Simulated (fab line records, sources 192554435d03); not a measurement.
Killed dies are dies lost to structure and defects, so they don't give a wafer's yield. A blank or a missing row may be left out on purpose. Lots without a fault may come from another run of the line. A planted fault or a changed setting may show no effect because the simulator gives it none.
Chamber matching | flow n5_finfet | N5_BEOL_M5_CO_CAP_78 on cvd_co-01: 3 sister chambers
The step material Co, precursor CCTBA/H2, target thk 2 nm, time 102.1 s. 6 wafers are shown with their chamber, then 12 later ones without.

WAFERS WITH THEIR CHAMBER
wafer  | chamber | heater_power_w (W)
L075.6 | 0       | 248
L077.6 | 0       | 252
L082.5 | 2       | 206
L084.1 | 1       | 289
L084.4 | 2       | 209
L084.5 | 1       | 310

WAFERS WITHOUT THEIR CHAMBER
wafer  | heater_power_w (W)
L086.1 | 298
L086.3 | 212
L086.4 | 209
L090.1 | 291
L090.4 | 293
L090.5 | 209
L092.1 | 214
L092.4 | 208
L092.5 | 253
L093.1 | 256
L093.4 | 208
L093.6 | 293

WHICH CHAMBER EACH WENT THROUGH
wafer  | from the rows above | in truth
L086.1 | 1                   | 1
L086.3 | 2                   | 2
L086.4 | 2                   | 2
L090.1 | 1                   | 1
L090.4 | 1                   | 1
L090.5 | 2                   | 2
L092.1 | 2                   | 2
L092.4 | 2                   | 2
L092.5 | 0                   | 0
L093.1 | 0                   | 0
L093.4 | 2                   | 2
L093.6 | 1                   | 1
Placed correctly: 12 of 12. Can't be placed from these rows: 0. Placed wrongly: 0.
How it was worked out, from the rows above alone: a wafer's distance from a chamber is the root of the sum, over the readings, of the square of ((its reading less the chamber's mean) divided by the reading's scatter). The wafer belongs to the nearest chamber; if the next one is less than 2 further off, it can't be placed. A chamber's mean is the mean of its shown wafers. The scatter: the root of (the sum of the squares of (reading less its chamber's mean) over the shown wafers, divided by (wafers less chambers)).
